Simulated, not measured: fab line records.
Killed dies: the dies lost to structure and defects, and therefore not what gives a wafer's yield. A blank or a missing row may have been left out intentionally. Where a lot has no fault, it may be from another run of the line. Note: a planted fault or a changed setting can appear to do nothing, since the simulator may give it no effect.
fab line records | flow n5Finfet
record: lots: 9 | wafers: 26 | lastDay: 18
route steps=1938 shown STI_FIN_REVEAL@190 DUMMY_GATE@218 BEOL_M4@1111 PASSIVATION@1936
lots with no fault: from the same line, run without faults
startH: hours from the record's opening day to when the first of the lot's shown wafers began | waitH: hours elapsed since this lot's preceding step | " same as the row above | L1.1+2: a row that stands for several wafers | - no value present, or no start provided | * or withheld: withheld | < > ~ a bound
route shown NAME@n: NAME is a module with steps in the file, n the number in the route of the first one | usual: mean and standard deviation over wafers with no fault | same: alike in all rows | chamber/n: place in a boat | sites: per-site readings | _std_site: how widely they spread, as a standard deviation | _edge_site: mean of outer sites minus mean of inner sites | radiusMm: for every site, how far away it sits from the centre of the wafer | mask NAME#n: copy n | behind: tool/chamber where the wafer was last shaped | hold: reason for holding the lot/hours on hold/outcome of the hold | device: names the non-switching transistor (n, p or np) | end of line: the same wafers' tests at the end of the route | step lacking rows: just its recipe | killed: count of dies lost to structure and defects at first sort (not the wafer's yield) | map: a wafer's dies, marking killed ones x, the rest . and places with no die _
set.NAME: the setting that was run; set.NAME@STEP: the one run at that earlier step | model.NAME: the simulator's own value behind a step, which no gauge read
route steps across a sampled set of lots; one table per step, one row per wafer
services: the hour from which a tool's chamber was out of use, counted from the record's first day as startH (under 0 if before that day), plus the number of hours and why
== steps ==
step: N5_STI_FIN_REVEAL_ETCHBACK_08
recipe: chemistry: C4F6/O2 | target: SiO2 | targetDepthA: 305 | timeS: 10.167 | ionEnergyEv: 250 | pressureMtorr: 30 | sourceW: 345 | biasW: 185 | Ar_flow_sccm: 300 | C4F6_flow_sccm: 10 | O2_flow_sccm: 10
usual: C4F6_flow_sccm: 9.997/0.029 | drypumpMotorCurrentA: 5.6/0.43 | oes_f_703_au: 0.78/0.1 | oesProductAu: 0.79/0.099 | rfVppV: 677/23 | showerheadPlenumPTorr: 2.87/0.084 | throttleValvePct: 21.1/0.34
lot.wafer | tool       | chamber | startH | waitH | C4F6_flow_sccm | drypumpMotorCurrentA | oes_f_703_au | oesProductAu | rfHoursCounterH | rfVppV | showerheadPlenumPTorr | throttleValvePct
L741.3    | rieDiel-01 | 1       | 38.82  | 0.2   | 9.999          | 5.5                  | 0.68         | 0.70         | 211             | 711    | 2.93                  | 20.9
L741.4    | "          | 0       | "      | "     | 10.011         | 5.6                  | 0.75         | 0.77         | 126             | 702    | 2.98                  | 21.0
L741.5    | "          | 2       | "      | "     | 9.988          | 5.6                  | 0.70         | 0.70         | -               | 667    | 2.94                  | 21.5
L742.1    | rieDiel-02 | 2       | 45.23  | 0.2   | 10.009         | 6.2                  | 0.64         | 0.68         | 233             | 704    | 2.82                  | 21.0
L742.2    | "          | 1       | "      | "     | 9.986          | 5.4                  | 0.88         | 0.87         | 30              | 667    | 2.76                  | 20.5
L742.3    | "          | 0       | "      | "     | 10.009         | 6.2                  | 0.73         | 0.72         | 225             | 668    | 2.79                  | 21.6
L743.3    | rieDiel-01 | 2       | 52.66  | 0.1   | 9.977          | 5.6                  | 0.70         | 0.70         | 240             | 666    | 2.94                  | 21.5
L743.4    | "          | 3       | "      | "     | 9.978          | 4.8                  | 0.85         | 0.84         | 47              | 638    | 2.89                  | 20.7
L743.5    | "          | 1       | "      | "     | 9.996          | 5.5                  | 0.67         | 0.69         | -               | 712    | 2.93                  | 20.9
L749.2    | rieDiel-01 | 3       | 88.20  | 0.2   | 9.997          | 4.8                  | 0.84         | 0.76         | 58              | 637    | 2.89                  | 20.7
L749.3    | "          | 0       | "      | "     | 9.993          | 5.7                  | 0.74         | 0.70         | 141             | 702    | 2.97                  | 21.0
L749.6    | "          | 0       | "      | "     | 10.009         | 5.6                  | 0.73         | 0.69         | -               | 704    | 2.97                  | 21.0
L750.3    | rieDiel-01 | 0       | 94.65  | 0.1   | 10.026         | 5.7                  | 0.74         | 0.70         | 145             | 701    | 2.97                  | 21.0
L750.5    | "          | 1       | "      | "     | 9.969          | 5.5                  | 0.66         | 0.64         | -               | 711    | 2.93                  | 20.9
L750.6    | "          | 0       | "      | "     | 9.992          | 5.7                  | 0.73         | 0.70         | -               | 702    | 2.97                  | 21.0
L754.1    | rieDiel-04 | 1       | 118.29 | 0.2   | 10.031         | 5.2                  | 1.03         | 0.97         | 1               | 657    | 3.05                  | 20.9
L754.2    | "          | 0       | "      | "     | 10.003         | 5.9                  | 0.67         | 0.69         | 233             | 680    | 2.78                  | 21.3
L754.5    | "          | 3       | "      | "     | 10.019         | 5.6                  | 0.75         | 0.72         | -               | 645    | 2.97                  | 21.6
L758.1    | rieDiel-02 | 3       | 142.87 | 0.2   | 10.067         | 6.1                  | 0.68         | 0.72         | 184             | 673    | 2.85                  | 21.5
L758.5    | "          | 1       | "      | "     | 10.011         | 5.4                  | 0.83         | 0.83         | -               | 667    | 2.75                  | 20.5
L760.2    | rieDiel-04 | 0       | 153.39 | 0.2   | 10.014         | 5.9                  | 0.67         | 0.67         | 245             | 680    | 2.78                  | 21.3
L760.3    | "          | 3       | "      | "     | 9.966          | 5.6                  | 0.75         | 0.71         | 238             | 646    | 2.96                  | 21.6
L760.4    | "          | 1       | "      | "     | 10.005         | 5.2                  | 0.97         | 0.92         | 12              | 656    | 3.04                  | 20.9
L763.2    | rieDiel-02 | 3       | 171.52 | 0.2   | 10.037         | 6.1                  | 0.67         | 0.71         | 194             | 673    | 2.85                  | 21.5
L763.4    | "          | 2       | "      | "     | 9.995          | 6.1                  | 0.83         | 0.87         | 22              | 703    | 2.80                  | 20.7
L763.5    | "          | 2       | "      | "     | 9.977          | 6.2                  | 0.83         | 0.89         | -               | 703    | 2.80                  | 20.7
step: N5_STI_FIN_REVEAL_OXIDATION_31
recipe: chemistry: O2_PLASMA_REMOTE | tempC: 150 | timeS: 20 | pressureMtorr: 1000 | sourcePowerW: 2000 | o2FlowSccm: 3000
usual: drypumpMotorCurrentA: 6.0/0.55 | heaterPowerW: 143/5.8 | tempC: 150.01/0.15
lot.wafer | tool           | chamber | startH | waitH | drypumpMotorCurrentA | heaterPowerW | rfHoursCounterH | tempC
L741.3    | plasmaAsher-01 | 1       | 41.27  | 0.1   | 6.1                  | 142          | -               | 149.91
L741.4    | "              | 0       | "      | "     | 6.4                  | 145          | -               | 150.19
L741.5    | "              | 0       | "      | "     | 6.4                  | 150          | -               | 150.12
L742.1    | plasmaAsher-02 | 1       | 47.70  | 0.0   | 6.5                  | 136          | 22              | 150.18
L742.2    | "              | 0       | "      | "     | 5.1                  | 146          | 22              | 149.86
L742.3    | "              | 0       | "      | "     | 5.1                  | 146          | -               | 149.94
L743.3    | plasmaAsher-02 | 0       | 55.10  | 0.1   | 5.1                  | 147          | -               | 149.83
L743.4    | "              | 1       | "      | "     | 6.5                  | 132          | -               | 149.85
L743.5    | "              | 1       | "      | "     | 6.5                  | 139          | -               | 149.92
L749.2    | plasmaAsher-01 | 1       | 90.78  | 0.0   | 6.1                  | 142          | 109             | 150.31
L749.3    | "              | 1       | "      | "     | 6.1                  | 137          | -               | 150.07
L749.6    | "              | 0       | "      | "     | 6.4                  | 148          | -               | 150.06
L750.3    | plasmaAsher-01 | 1       | 97.07  | 0.1   | 6.1                  | 141          | -               | 150.11
L750.5    | "              | 1       | "      | "     | 6.1                  | 141          | -               | 149.83
L750.6    | "              | 0       | "      | "     | 6.4                  | 151          | -               | 149.89
L754.1    | plasmaAsher-01 | 0       | 120.70 | 0.0   | 6.5                  | 148          | 115             | 149.87
L754.2    | "              | 1       | "      | "     | 6.1                  | 142          | 115             | 149.86
L754.5    | "              | 1       | "      | "     | 6.1                  | 140          | -               | 149.96
L758.1    | plasmaAsher-02 | 0       | 145.28 | 0.0   | 5.1                  | 144          | 42              | 150.14
L758.5    | "              | 0       | "      | "     | 5.1                  | 144          | -               | 150.27
L760.2    | plasmaAsher-01 | 0       | 155.80 | 0.0   | 6.4                  | 150          | 121             | 150.09
L760.3    | "              | 0       | "      | "     | 6.4                  | 150          | -               | 150.27
L760.4    | "              | 1       | "      | "     | 6.1                  | 139          | -               | 149.81
L763.2    | plasmaAsher-01 | 0       | 173.92 | 0.0   | 6.4                  | 152          | 125             | 149.86
L763.4    | "              | 1       | "      | "     | 6.1                  | 139          | -               | 149.92
L763.5    | "              | 0       | "      | "     | 6.4                  | 150          | -               | 149.78
step: N5_STI_FIN_REVEAL_OXIDATION_33
recipe: chemistry: O2_PLASMA_REMOTE | tempC: 150 | timeS: 20 | pressureMtorr: 1000 | sourcePowerW: 2000 | o2FlowSccm: 3000
usual: drypumpMotorCurrentA: 6.0/0.6 | heaterPowerW: 142/5.9 | tempC: 150.01/0.16
lot.wafer | tool           | chamber | startH | waitH | drypumpMotorCurrentA | heaterPowerW | rfHoursCounterH | tempC
L741.3    | plasmaAsher-02 | 1       | 41.62  | 0.0   | 6.5                  | 134          | -               | 149.81
L741.4    | "              | 0       | "      | "     | 5.1                  | 143          | -               | 149.73
L741.5    | "              | 1       | "      | "     | 6.5                  | 134          | -               | 149.97
L742.1    | plasmaAsher-02 | 1       | 48.05  | 0.0   | 6.5                  | 134          | 22              | 149.88
L742.2    | "              | 0       | "      | "     | 5.0                  | 148          | 22              | 150.19
L742.3    | "              | 0       | "      | "     | 5.1                  | 146          | -               | 150.11
L743.3    | plasmaAsher-01 | 0       | 55.45  | 0.0   | 6.4                  | 155          | -               | 150.21
L743.4    | "              | 1       | "      | "     | 6.1                  | 141          | -               | 150.03
L743.5    | "              | 1       | "      | "     | 6.1                  | 144          | -               | 150.08
L749.2    | plasmaAsher-02 | 1       | 91.14  | 0.0   | 6.5                  | 135          | 32              | 150.03
L749.3    | "              | 1       | "      | "     | 6.5                  | 136          | -               | 149.82
L749.6    | "              | 0       | "      | "     | 5.1                  | 146          | -               | 149.93
L750.3    | plasmaAsher-02 | 0       | 97.44  | 0.0   | 5.0                  | 147          | -               | 150.21
L750.5    | "              | 0       | "      | "     | 5.1                  | 144          | -               | 150.18
L750.6    | "              | 1       | "      | "     | 6.5                  | 132          | -               | 149.96
L754.1    | plasmaAsher-02 | 1       | 121.08 | 0.1   | 6.5                  | 133          | 37              | 149.72
L754.2    | "              | 0       | "      | "     | 5.1                  | 145          | 37              | 150.13
L754.5    | "              | 1       | "      | "     | 6.5                  | 132          | -               | 149.84
L758.1    | plasmaAsher-01 | 1       | 145.64 | 0.0   | 6.1                  | 143          | 120             | 150.09
L758.5    | "              | 0       | "      | "     | 6.4                  | 151          | -               | 149.86
L760.2    | plasmaAsher-01 | 0       | 156.15 | 0.0   | 6.4                  | 150          | 121             | 149.75
L760.3    | "              | 1       | "      | "     | 6.1                  | 144          | -               | 149.95
L760.4    | "              | 0       | "      | "     | 6.4                  | 147          | -               | 149.85
L763.2    | plasmaAsher-02 | 1       | 174.27 | 0.0   | 6.5                  | 134          | 48              | 150.34
L763.4    | "              | 0       | "      | "     | 5.1                  | 141          | -               | 150.08
L763.5    | "              | 0       | "      | "     | 5.1                  | 144          | -               | 150.03
step: N5_STI_FIN_REVEAL_FIN_H_MEAS_10
usual: trenchDepthNm: 52.0/0.87
lot.wafer | tool   | chamber | startH | waitH | trenchDepthNm
L741.3    | ocd-01 | -       | 41.79  | 0.0   | 51.0
L741.4    | "      | -       | "      | "     | 52.3
L741.5    | "      | -       | "      | "     | 51.5
L742.1    | ocd-02 | -       | 48.25  | 0.0   | 50.7
L742.2    | "      | -       | "      | "     | 52.6
L742.3    | "      | -       | "      | "     | 52.4
L743.3    | ocd-01 | -       | 55.63  | 0.0   | 51.6
L743.4    | "      | -       | "      | "     | 52.0
L743.5    | "      | -       | "      | "     | 51.6
L749.2    | ocd-01 | -       | 91.33  | 0.0   | 49.3
L749.3    | "      | -       | "      | "     | 48.4
L749.6    | "      | -       | "      | "     | 48.0
L750.3    | ocd-01 | -       | 97.61  | 0.0   | 48.2
L750.5    | "      | -       | "      | "     | 47.9
L750.6    | "      | -       | "      | "     | 48.4
L754.1    | ocd-01 | -       | 121.27 | 0.0   | 51.4
L754.2    | "      | -       | "      | "     | 51.8
L754.5    | "      | -       | "      | "     | 52.8
L758.1    | ocd-02 | -       | 145.83 | 0.0   | 51.0
L758.5    | "      | -       | "      | "     | 52.8
L760.2    | ocd-02 | -       | 156.35 | 0.0   | 51.1
L760.3    | "      | -       | "      | "     | 52.4
L760.4    | "      | -       | "      | "     | 50.4
L763.2    | ocd-01 | -       | 174.47 | 0.0   | 51.6
L763.4    | "      | -       | "      | "     | 51.8
L763.5    | "      | -       | "      | "     | 52.2
step: N5_DUMMY_GATE_CMP_04
recipe: material: a-Si | postCmpClean: alkalineBrush
usual: motorCurrentA: 10.2/1.3 | timeToEndpointS: 13/3.1
lot.wafer | tool   | chamber | startH | waitH | motorCurrentA | timeToEndpointS
L741.3    | cmp-03 | 3       | 47.64  | 0.0   | 8.6           | 12
L741.4    | "      | 1       | "      | "     | 10.4          | 14
L741.5    | "      | 3       | "      | "     | 8.4           | 14
L742.3    | cmp-03 | 3       | 52.68  | 0.0   | 8.0           | 14
L742.2    | "      | 0       | "      | "     | 9.3           | 9
L742.1    | "      | 2       | "      | "     | 10.4          | 10
L743.3    | cmp-03 | 1       | 59.65  | 0.0   | 10.7          | 20
L743.4    | "      | 3       | "      | "     | 8.2           | 16
L743.5    | "      | 2       | "      | "     | 10.1          | 13
L749.3    | cmp-03 | 0       | 96.55  | 0.0   | 9.8           | 10
L749.2    | "      | 2       | "      | "     | 10.4          | 9
L749.6    | "      | 0       | "      | "     | 9.6           | 11
L750.3    | cmp-03 | 2       | 102.09 | 0.1   | 9.9           | 8
L750.5    | "      | 0       | "      | "     | 9.8           | 12
L750.6    | "      | 1       | "      | "     | 10.6          | 16
L754.1    | cmp-03 | 3       | 125.40 | 0.1   | 8.2           | 15
L754.2    | "      | 0       | "      | "     | 9.6           | 13
L754.5    | "      | 3       | "      | "     | 8.6           | 17
L758.1    | cmp-03 | 2       | 149.91 | 0.1   | 9.6           | 8
L758.5    | "      | 0       | "      | "     | 9.9           | 9
L760.3    | cmp-01 | 0       | 160.37 | 0.0   | 10.3          | 12
L760.4    | "      | 1       | "      | "     | 11.1          | 9
L760.2    | "      | 3       | "      | "     | 12.6          | 12
L763.4    | cmp-04 | 3       | 178.53 | 0.1   | 9.4           | 8
L763.2    | "      | 1       | "      | "     | 9.1           | 14
L763.5    | "      | 2       | "      | "     | 9.4           | 16
step: N5_BEOL_M4_RC_MEAS_101
usual: DIBL_N: 36.2/2.2 | DIBL_P: 36.5/3 | IOFF_N: 0.16/0.039 | IOFF_N_85C: 3.1/0.63 | IOFF_P: 0.22/0.047 | ION_N: 675/15 | ION_P: 463/10 | SS_N: 71.6/0.71 | SS_P: 73.4/0.94 | VT_N: 250/3.6 | VT_P: -250/3.9
lot.wafer | tool      | chamber | startH | waitH | DIBL_N[mV/V] | DIBL_P[mV/V] | IOFF_N[nA/um] | IOFF_N_85C[nA/um] | IOFF_P[nA/um] | ION_N[uA/um] | ION_P[uA/um] | SS_N[mV/dec] | SS_P[mV/dec] | VT_N[mV] | VT_P[mV]
L741.3    | prober-01 | 0       | 167.53 | 0.3   | 36.4         | 33.6         | 0.14          | 2.9               | 0.17          | 661          | 450          | 71.7         | 72.8         | 251      | -255
L741.4    | "         | 0       | "      | "     | 34.3         | 31.7         | 0.12          | 2.6               | 0.16          | 666          | 458          | 71.3         | 72.0         | 249      | -254
L741.5    | "         | 0       | "      | "     | 34.3         | 31.1         | 0.12          | 2.5               | 0.14          | 654          | 450          | 71.8         | 72.2         | 251      | -253
L742.1    | prober-02 | 0       | 169.20 | 0.0   | 35.0         | 34.9         | 0.13          | 2.5               | 0.22          | 644          | 451          | 71.5         | 73.5         | 255      | -250
L742.2    | "         | 0       | "      | "     | 34.3         | 32.9         | 0.11          | 2.3               | 0.16          | 654          | 455          | 70.7         | 72.8         | 255      | -253
L742.3    | "         | 0       | "      | "     | 33.8         | 33.2         | 0.13          | 2.5               | 0.18          | 670          | 464          | 70.5         | 73.0         | 250      | -250
L743.3    | prober-02 | 0       | 175.91 | 0.3   | 35.7         | 35.8         | 0.14          | 2.8               | 0.18          | 669          | 452          | 71.3         | 74.0         | 251      | -253
L743.4    | "         | 0       | "      | "     | 41.1         | 42.1         | 0.26          | 4.6               | 0.29          | 694          | 470          | 73.5         | 75.4         | 245      | -249
L743.5    | "         | 0       | "      | "     | 35.3         | 35.4         | 0.14          | 2.8               | 0.18          | 658          | 455          | 71.3         | 73.2         | 252      | -255
L749.2    | prober-02 | 0       | 223.02 | 0.2   | 45.0         | 45.3         | 0.50          | 8.3               | 0.32          | 658          | 432          | 77.0         | 75.5         | 244      | -251
L749.3    | "         | 0       | "      | "     | 40.8         | 45.4         | 0.28          | 5.1               | 0.61          | 638          | 431          | 75.6         | 82.1         | 253      | -253
L749.6    | "         | 0       | "      | "     | 43.3         | 41.8         | 0.42          | 7.3               | 0.24          | 648          | 426          | 76.9         | 74.8         | 246      | -253
L750.3    | prober-02 | 0       | 227.28 | 0.3   | 40.7         | 43.6         | 0.26          | 4.9               | 0.37          | 633          | 444          | 73.9         | 75.1         | 250      | -245
L750.5    | "         | 0       | "      | "     | 38.3         | 38.5         | 0.28          | 5.1               | 0.39          | 610          | 429          | 77.2         | 77.6         | 255      | -250
L750.6    | "         | 0       | "      | "     | 44.4         | 45.4         | 0.45          | 7.5               | 0.43          | 657          | 452          | 75.7         | 76.7         | 242      | -242
L754.1    | prober-01 | 0       | 256.84 | 0.0   | 38.2         | 38.9         | 0.18          | 3.4               | 0.21          | 669          | 458          | 71.9         | 74.2         | 249      | -252
L754.2    | "         | 0       | "      | "     | 35.4         | 36.4         | 0.13          | 2.6               | 0.17          | 667          | 461          | 71.2         | 73.1         | 253      | -256
L754.5    | "         | 0       | "      | "     | 34.8         | 36.2         | 0.15          | 2.9               | 0.19          | 698          | 475          | 70.6         | 73.2         | 248      | -252
L758.1    | prober-02 | 0       | 285.12 | 0.1   | 35.0         | 32.9         | 0.14          | 2.8               | 0.19          | 659          | 457          | 71.0         | 71.6         | 251      | -249
L758.5    | "         | 0       | "      | "     | 40.5         | 40.7         | 0.26          | 4.6               | 0.32          | 702          | 479          | 73.5         | 74.1         | 244      | -242
L760.2    | prober-01 | 0       | 286.86 | 0.2   | 36.1         | 37.7         | 0.18          | 3.4               | 0.27          | 673          | 466          | 72.0         | 74.1         | 249      | -245
L760.3    | "         | 0       | "      | "     | 34.7         | 35.3         | 0.15          | 3.0               | 0.22          | 683          | 473          | 71.0         | 73.4         | 249      | -248
L760.4    | "         | 0       | "      | "     | 37.6         | 37.5         | 0.20          | 3.9               | 0.26          | 681          | 467          | 71.9         | 73.8         | 244      | -247
L763.2    | prober-01 | 0       | 321.09 | 0.2   | 34.2         | 36.4         | 0.15          | 3.0               | 0.21          | 678          | 460          | 71.5         | 74.1         | 248      | -249
L763.4    | "         | 0       | "      | "     | 36.0         | 37.1         | 0.18          | 3.5               | 0.22          | 682          | 462          | 71.9         | 73.2         | 246      | -250
L763.5    | "         | 0       | "      | "     | 32.6         | 33.2         | 0.12          | 2.5               | 0.17          | 665          | 457          | 71.3         | 72.6         | 251      | -254
step: N5_PASSIVATION_PROBE_49
usual: defectLimitedYield: 91.5/1.5 | killed_at_M0_to_M3: 32/10 | killed_at_M4_up: 13/4.9 | killedAtContacts: 13/6.1 | killedAtFrontEnd: 38/11 | killedAtOther: 3/3.2 | killedDies: 101/18 | killedOpen: 66/13 | killedShort: 32/8.3 | sort_bin_4_leakage: 0.00/0.018 | sort_bin_5_function: 5.0/1 | sort_bin_6_memory: 3.2/0.74 | sort_bin_8_speed: 0.1/1.1 | sortNPass: 1078/22 | sortYieldPct: 91.3/1.9
same: grossDies: 1180 | killedAtBackSide: 0
lot.wafer | tool      | chamber | startH | waitH | defectLimitedYield[%] | killed_at_M0_to_M3 | killed_at_M4_up | killedAtContacts | killedAtFrontEnd | killedAtOther | killedDies | killedOpen | killedShort | sort_bin_4_leakage[%] | sort_bin_5_function[%] | sort_bin_6_memory[%] | sort_bin_8_speed[%] | sortNPass | sortYieldPct[%]
L749.2    | prober-01 | -       | 333.62 | 0.3   | 93.3                  | 29                 | 10              | 7                | 33               | 0             | 79         | 43         | 31          | 69.66                 | 3.8                    | 2.4                  | 0                   | 279       | 23.6
L749.3    | prober-01 | -       | 333.67 | 0.3   | 92.7                  | 16                 | 24              | 13               | 31               | 2             | 86         | 59         | 25          | 49.92                 | 4.2                    | 3.1                  | 1.3                 | 490       | 41.5
L749.6    | prober-01 | -       | 333.82 | 0.5   | 92.9                  | 21                 | 12              | 15               | 27               | 9             | 84         | 63         | 18          | 34.66                 | 4.3                    | 2.8                  | 13.8                | 524       | 44.4
L750.3    | prober-02 | -       | 335.45 | 0.1   | 90.3                  | 32                 | 7               | 8                | 64               | 4             | 115        | 73         | 40          | 0.08                  | 6.4                    | 2.6                  | 0.8                 | 1054      | 89.3
L750.5    | prober-02 | -       | 335.55 | 0.2   | 91.1                  | 32                 | 9               | 6                | 54               | 4             | 105        | 68         | 36          | 0.17                  | 5.4                    | 3.1                  | 80.2                | 127       | 10.8
L750.6    | prober-02 | -       | 335.60 | 0.3   | 90.8                  | 35                 | 4               | 6                | 61               | 3             | 109        | 55         | 39          | 32.29                 | 5.4                    | 2.4                  | 0.1                 | 689       | 58.4
L758.1    | prober-02 | -       | 392.76 | 0.5   | 90.6                  | 35                 | 8               | 23               | 33               | 12            | 111        | 70         | 41          | 0                     | 6.1                    | 3.1                  | 0                   | 1069      | 90.6
L760.2    | prober-01 | -       | 402.30 | 0.1   | 93.9                  | 27                 | 18              | 5                | 20               | 2             | 72         | 52         | 19          | 0                     | 2.5                    | 3.3                  | 0                   | 1108      | 93.9
L760.3    | prober-01 | -       | 402.35 | 0.1   | 91.4                  | 46                 | 16              | 7                | 33               | 0             | 102        | 59         | 41          | 0                     | 4.8                    | 3.4                  | 0                   | 1078      | 91.4
killed by level:class
L749.2 FIN_SAQP:geometricParticle:short=8 STI_FIN_REVEAL:geometricParticle:open=6 MOL_CONTACT_COAG:geometricParticle:open=6 BEOL_M3:geometricParticle:open=6 DUMMY_GATE:geometricParticle:open=5 BEOL_M2:geometricParticle:open=5 BEOL_M0_SAQP:geometricParticle:short=4 BEOL_M0_SAQP:geometricParticle:open=3
L749.3 MOL_CONTACT_COAG:geometricParticle:open=10 BEOL_M5:geometricParticle:open=7 BEOL_M4:geometricParticle:open=7 FIN_SAQP:geometricParticle:short=6 DUMMY_GATE:geometricParticle:open=5 BEOL_M3:geometricParticle:open=5 STARTING-WAFER:geometricParticle:open=5 BEOL_M1:geometricParticle:open=4
L749.6 MOL_CONTACT_COAG:geometricParticle:open=11 FIN_SAQP:geometricParticle:short=8 FIN_SAQP:geometricParticle:open=7 BEOL_M3:geometricParticle:open=7 MIM_TOP_ETCH:geometricParticle:open=6 DUMMY_GATE:geometricParticle:open=5 BEOL_M1:geometricParticle:open=4 BEOL_M4:geometricParticle:open=4
L750.3 FIN_SAQP:geometricParticle:short=14 FIN_SAQP:geometricParticle:open=13 GATE_CUT:geometricParticle:open=8 GATE_CUT:geometricParticle:short=7 BEOL_M0_SAQP:geometricParticle:open=6 BEOL_M1:geometricParticle:open=6 BEOL_M2:geometricParticle:open=6 STI_FIN_REVEAL:geometricParticle:open=5
L750.5 FIN_SAQP:geometricParticle:open=17 FIN_SAQP:geometricParticle:short=12 BEOL_M0_SAQP:geometricParticle:open=11 GATE_CUT:geometricParticle:short=7 BEOL_M0_SAQP:geometricParticle:short=6 BEOL_M1:geometricParticle:open=6 GATE_CUT:geometricParticle:open=4 MOL_CONTACT_COAG:geometricParticle:open=4
L750.6 FIN_SAQP:geometricParticle:open=15 HKMG_FIN:areaEtch=15 BEOL_M0_SAQP:geometricParticle:short=11 FIN_SAQP:geometricParticle:short=7 GATE_CUT:geometricParticle:short=6 BEOL_M3:geometricParticle:open=6 MOL_CONTACT_COAG:geometricParticle:open=5 BEOL_M1:geometricParticle:open=5
L758.1 MOL_CONTACT_COAG:geometricParticle:open=19 BEOL_M1:geometricParticle:open=12 STI_FIN_REVEAL:geometricParticle:open=8 BEOL_M1:geometricParticle:short=8 BEOL_M2:geometricParticle:open=5 MOL_CONTACT_COAG:geometricParticle:short=4 MIM_TOP_ETCH:geometricParticle:open=4 STARTING-WAFER:geometricParticle:short=4
L760.2 BEOL_M4:geometricParticle:open=12 BEOL_M0_SAQP:geometricParticle:open=8 BEOL_M0_SAQP:geometricParticle:short=6 BEOL_M2:geometricParticle:open=5 DUMMY_GATE:geometricParticle:open=4 MOL_CONTACT_COAG:geometricParticle:open=4 BEOL_M3:geometricParticle:open=4 STI_FIN_REVEAL:geometricParticle:open=3
L760.3 BEOL_M0_SAQP:geometricParticle:short=11 FIN_SAQP:geometricParticle:short=9 BEOL_M0_SAQP:geometricParticle:open=9 BEOL_M2:geometricParticle:open=9 BEOL_M4:geometricParticle:open=7 BEOL_M1:geometricParticle:open=6 MOL_CONTACT_COAG:geometricParticle:open=5 FIN_SAQP:geometricParticle:open=4
== services ==
tool           | chamber | startH | hours | kind
cmp-03         | -       | 37.72  | 4.0   | pm
cmp-03         | -       | 41.72  | -     | consumableReplace:conditioner
cmp-03         | -       | 41.72  | -     | consumableReplace:pad
cmp-04         | -       | 51.19  | 2.3   | repair
cmp-01         | -       | 55.84  | 2.4   | repair
rieDiel-01     | 2       | 80.94  | -     | clean
rieDiel-01     | 2       | 80.94  | -     | consumableReplace:focusRing
rieDiel-01     | 2       | 80.94  | 28.7  | scheduledDown
rieDiel-01     | 2       | 80.94  | 28.7  | ventCycle
rieDiel-04     | 2       | 84.75  | 13.7  | repair
cmp-04         | -       | 85.76  | 1.3   | repair
cmp-01         | -       | 110.09 | 5.6   | pm
rieDiel-01     | 0       | 114.92 | 6.0   | repair
cmp-04         | -       | 117.45 | 1.1   | repair
cmp-04         | -       | 121.91 | 4.0   | pm
cmp-01         | -       | 135.99 | 0.7   | repair
cmp-04         | -       | 138.52 | 3.1   | repair
rieDiel-01     | 1       | 139.95 | -     | clean
rieDiel-01     | 1       | 139.95 | -     | consumableReplace:focusRing
rieDiel-01     | 1       | 139.95 | 16.9  | scheduledDown
rieDiel-01     | 1       | 139.95 | 16.9  | ventCycle
plasmaAsher-01 | -       | 149.55 | 4.3   | pm
cmp-04         | -       | 163.46 | 1.9   | repair
rieDiel-04     | 1       | 173.76 | 7.8   | repair
== key ==
firstSign: step: N5_STI_FIN_REVEAL_FIN_H_MEAS_10 | reading: trenchDepthNm | direction: down | sigmas: 4.2 | usual: 52.0 | struck: 48.4
effect: step: N5_BEOL_M4_RC_MEAS_101 | reading: SS_N | direction: up | sigmas: 6.3 | usual: 71.6 | struck: 76.1
effect: step: N5_BEOL_M4_RC_MEAS_101 | reading: IOFF_N | direction: up | sigmas: 5.3 | usual: 0.16 | struck: 0.37
effect: step: N5_BEOL_M4_RC_MEAS_101 | reading: IOFF_N_85C | direction: up | sigmas: 5.1 | usual: 3.1 | struck: 6.4
effect: step: N5_BEOL_M4_RC_MEAS_101 | reading: SS_P | direction: up | sigmas: 3.8 | usual: 73.4 | struck: 77.0 | wafersMoved: 3
effect: step: N5_BEOL_M4_RC_MEAS_101 | reading: IOFF_P | direction: up | sigmas: 3.7 | usual: 0.22 | struck: 0.39 | wafersMoved: 4
effect: step: N5_BEOL_M4_RC_MEAS_101 | reading: DIBL_N | direction: up | sigmas: 2.7 | usual: 36.2 | struck: 42.1 | wafersMoved: 3
effect: step: N5_BEOL_M4_RC_MEAS_101 | reading: ION_P | direction: down | sigmas: 2.6 | usual: 463 | struck: 436
effect: step: N5_BEOL_M4_RC_MEAS_101 | reading: ION_N | direction: down | sigmas: 2.3 | usual: 675 | struck: 641
effect: step: N5_BEOL_M4_RC_MEAS_101 | reading: DIBL_P | direction: up | sigmas: 2.3 | usual: 36.5 | struck: 43.3 | wafersMoved: 3
effect: step: N5_PASSIVATION_PROBE_49 | reading: sort_bin_4_leakage | direction: up | sigmas: 99+ | usual: 0.00 | struck: 31.13 | wafersMoved: 5
metAt N5_STI_FIN_REVEAL_ETCHBACK_08
struckLots L749,L750
baselineLoss: step: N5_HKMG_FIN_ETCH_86 | wafers: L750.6
notActingAt N5_STI_FIN_REVEAL_OXIDATION_31,N5_STI_FIN_REVEAL_OXIDATION_33,N5_DUMMY_GATE_CMP_04
onsetBetween 52.66 88.20
fault: kind: processParameterDrift | tool: rieDiel-01 | chamber: - | onsetH: 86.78 | steps: N5_STI_FIN_REVEAL_ETCHBACK_08 | channel: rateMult | offset: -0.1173 | shape: step | endH: 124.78
baselineLoss: these wafers lose ten dies or more at that step, a loss of the line's own and not of a fault; the sort's usual values leave them out
